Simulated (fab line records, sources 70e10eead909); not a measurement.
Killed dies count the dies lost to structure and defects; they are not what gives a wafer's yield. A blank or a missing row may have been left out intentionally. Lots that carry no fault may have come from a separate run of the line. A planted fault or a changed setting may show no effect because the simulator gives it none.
8D (eight disciplines) problem report, filled in by code || flow nand harc || the parts of the form that need people (team, actions taken, sign-off) are left out

== 1. WHAT IS WRONG ==
plate temp C at NHARC_P_CONTACT_PEB_10 reads a mean of 98.16 C on 6 wafers of 2 lots; wafers without a fault read 100.00 C with a standard deviation of 0.11. That is -17 standard deviations from the usual mean.
The step: peb time 65 s.
Earliest sighting: wafer L330.2 on litho track-01 at day 12 13:23. Wafers with a number at this step in the record: 42, from 14 lots. Rule for "out", or "out of limits": more than 4 standard deviations from the usual mean. All remaining wafers that have a number are taken as sound.

== 2. WHAT IT IS, WHAT IT ISN'T ==
{"question": "which readings at this step", "is": "plate temp C, heater power total W", "is not": "resist line temp C"}
{"question": "which lots", "is": "L330, L331", "is not": "L316, L317, L318, L319, L320, L321, L323, L333, L334, L335, L336, L337"}
{"question": "which wafers of those lots", "is": "all that have a number", "is not": "-"}
{"question": "read on which tools", "is": "litho track-01", "is not": "litho track-04, litho track-06"}
{"question": "when", "is": "from day 12 13:23", "is not": "up to then (21 sound wafers); but 15 sound wafers of L333, L334, L335, L336, L337 came after"}

== 3. WHAT RULES OUT EACH SUSPECT ==
Counting: a tool stays on the suspect list if, at a process step up to the reading, it processed all lots that are out and no sound lot following the first of them.
- rtp anneal-02 at NHARC_P_GATE_RTA_80 (time 30 s): ruled out as a lasting fault. Following L330 (day 12 11:20), the first lot on it that is out, the sound lots L333, L335, L336, L337 were run on it.
- litho track-01 at NHARC_P_CONTACT_PEB_10 (peb time 65 s): kept. Every lot that is out went through it, starting with L330 (day 12 13:23), and after that it ran no sound lot; the last sound lot it ran before then is L320 (day 8 12:55). Its own readings are out on those wafers: heater power total W, plate temp C.
Remaining after the count: litho track-01 at NHARC_P_CONTACT_PEB_10.

== 4. THE CAUSE (what the simulator had put in) ==
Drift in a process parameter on litho track-01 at NHARC_P_CONTACT_PEB_10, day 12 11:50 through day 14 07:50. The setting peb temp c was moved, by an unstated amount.
This tool alone remained once counting was done.

== 5. THE EFFECT CHAIN, in route order ==
Rows list readings where the struck wafers' mean (over those with a number) sits beyond 3 standard deviations from the usual. Readings are gone through only where the record gives a usual standard deviation; hours: the median, over the lots, of the time from a lot's start at the first step in this table giving one to that lot's start at this step; sigmas: the change measured in usual standard deviations.
{"hours": 0, "step": "NHARC_P_CONTACT_PEB_10", "reading": "heater power total W", "usual": "156.6 W", "on struck wafers": 152.5, "change": -4.1, "sigmas": -9.6}
{"hours": 0, "step": "NHARC_P_CONTACT_PEB_10", "reading": "plate temp C", "usual": "100.00 C", "on struck wafers": 98.16, "change": -1.84, "sigmas": -17}
The process steps in it:
- NHARC_P_CONTACT_PEB_10: peb time 65 s.

== 6. HOW IT WOULD HAVE BEEN CAUGHT EARLIER ==
2 hours passed between the start of the fault at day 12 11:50 and the first reading out of limits in this record, taken at day 12 13:23.
